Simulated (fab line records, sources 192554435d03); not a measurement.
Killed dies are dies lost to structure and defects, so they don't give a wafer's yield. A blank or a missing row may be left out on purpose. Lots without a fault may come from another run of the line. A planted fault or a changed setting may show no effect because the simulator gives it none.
Chamber matching | flow n5_finfet | N5_BEOL_M0_SAQP_SPACER1_ETCHBACK_99 on rie_diel-06: 4 sister chambers
The step etches SiO2 in CHF3/O2, target depth 15.4 nm, time 7.7 s. 4 wafers are shown with their chamber, then 10 later ones without.

WAFERS WITH THEIR CHAMBER
wafer  | chamber | showerhead_plenum_p_Torr (Torr)
L081.3 | 1       | 2.39
L082.2 | 3       | 2.52
L085.3 | 2       | 2.36
L085.5 | 0       | 2.31

WAFERS WITHOUT THEIR CHAMBER
wafer  | showerhead_plenum_p_Torr (Torr)
L085.6 | 2.52
L087.3 | 2.52
L087.4 | 2.36
L087.5 | 2.30
L093.2 | 2.51
L093.4 | 2.38
L093.6 | 2.30
L095.1 | 2.38
L095.3 | 2.30
L095.6 | 2.30

WHICH CHAMBER EACH WENT THROUGH
wafer  | from the rows above     | in truth
L085.6 | 3                       | 3
L087.3 | 3                       | 3
L087.4 | 2                       | 2
L087.5 | 0                       | 0
L093.2 | 3                       | 3
L093.4 | can't be placed: 1 or 2 | 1
L093.6 | 0                       | 0
L095.1 | can't be placed: 1 or 2 | 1
L095.3 | 0                       | 0
L095.6 | 0                       | 0
Placed correctly: 8 of 10. Can't be placed from these rows: 2 (the true chamber is among the candidates in 2). Placed wrongly: 0.
How it was worked out, from the rows above alone: a wafer's distance from a chamber is the root of the sum, over the readings, of the square of ((its reading less the chamber's mean) divided by the reading's scatter). The wafer belongs to the nearest chamber; if the next one is less than 2 further off, it can't be placed. A chamber's mean is the mean of its shown wafers. The scatter: with one shown wafer a chamber, the root of the mean of the squares of how far each hidden wafer lies from its nearest shown one.
